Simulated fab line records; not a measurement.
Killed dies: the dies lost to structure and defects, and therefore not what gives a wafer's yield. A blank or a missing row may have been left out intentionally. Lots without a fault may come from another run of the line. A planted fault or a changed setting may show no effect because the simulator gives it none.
Comparing a struck lot with a sound one | flow nand-harc | 14 steps out of a route of 1302
Sound: these wafers, L837.1, L837.3, L837.4. Struck: wafer L850.2. (L850.1, L850.5 of the same lot were not struck and are left out.) The cause comes at the end.
For every step that has rows: the tool of each side, followed by ch and its chambers, followed by its first start. Under that, the readings that differ: sound wafers | struck wafers | difference of the means | sigmas: that difference in standard deviations of wafers without a fault.
alike: a reading whose means differ by less than 2 such deviations, as well as words and numbers matching on both sides. not compared: withheld readings; readings where some wafer has no value; bounds like >300 that might hide an equal value; numbers whose values overlap and for which the record gives no deviation.
A row with sigmas, a row that says differs or no value, or rows on one side alone: a step with any of these is where the two part. Numbers that have no deviation but don't overlap get no sigmas and don't part them. A reading that every wafer of one side lacks parts them only if that side has two wafers or more.

first, 8 steps without rows for these wafers: NHARC_P_BONDPAD_HMDS_02 (time 30 s); NHARC_P_BONDPAD_COAT_36 (time 65 s); NHARC_P_BONDPAD_COAT_03 (resist thk 600 nm); NHARC_P_BONDPAD_SOFTBAKE_04 (time 70 s); NHARC_P_BONDPAD_EBR_05; NHARC_P_BONDPAD_EXPOSE_06 (exposes mask P BPAD); NHARC_P_BONDPAD_PEB_07 (peb time 80 s); NHARC_P_BONDPAD_DEVELOP_08 (time 50 s).
NHARC_P_BONDPAD_CD_MEAS_09: the cd target is 500 nm.
  sound on cd-sem-01 ch 0, day 7 16:23; struck on cd-sem-03 ch 0, day 13 02:39
  alike: cd-nm
NHARC_P_BONDPAD_OVL_MEAS_38:
  sound on overlay-02, day 7 16:29; struck on overlay-01, day 13 02:44
  reading           | sound | struck | difference | sigmas
  overlay-x-nm (nm) | 5 5 5 | -2     | -7         | -2
  alike: overlay-y-nm
then, 1 step without rows for these wafers: NHARC_P_BONDPAD_HARDBAKE_10 (time 65 s).
NHARC_P_BONDPAD_DESCUM_11: chemistry O2, time 3 s.
  sound on rie-diel-12 ch 1,3, day 7 16:37; struck on rie-diel-13 ch 3, day 13 02:52
  alike: drypump-motor-current-A, oes-product-au, rf-vpp-V, showerhead-plenum-p-Torr, throttle-valve-pct
  not compared: rf-hours-counter-h
NHARC_P_BONDPAD_ETCH_37: etches the open film in N2/H2, target depth 60 nm, overetch 18 nm, time 65.91 s.
  sound on rie-diel-12 ch 1,3, day 7 16:43; struck on rie-diel-13 ch 0, day 13 02:57
  reading               | sound             | struck | difference | sigmas
  oes-product-au (a.u.) | 0.984 1.009 1.005 | 0.808  | -0.191     | -22
  alike: drypump-motor-current-A, rf-vpp-V, showerhead-plenum-p-Torr, throttle-valve-pct
  not compared: rf-hours-counter-h
NHARC_P_BONDPAD_ETCH_12: etches the open film in CHF3/O2, target depth 200 nm, time 100 s.
  sound: rie-diel-12 ch 1,3; struck: rie-diel-13 ch 0
  alike: drypump-motor-current-A, oes-product-au, rf-vpp-V, showerhead-plenum-p-Torr, throttle-valve-pct
  not compared: rf-hours-counter-h

WHERE THEY PART
Earliest at NHARC_P_BONDPAD_OVL_MEAS_38; latest, in this record, at NHARC_P_BONDPAD_ETCH_37. Later steps at which nothing parts them and some readings are alike: NHARC_P_BONDPAD_ETCH_12.

WHY: whatever the simulator had introduced
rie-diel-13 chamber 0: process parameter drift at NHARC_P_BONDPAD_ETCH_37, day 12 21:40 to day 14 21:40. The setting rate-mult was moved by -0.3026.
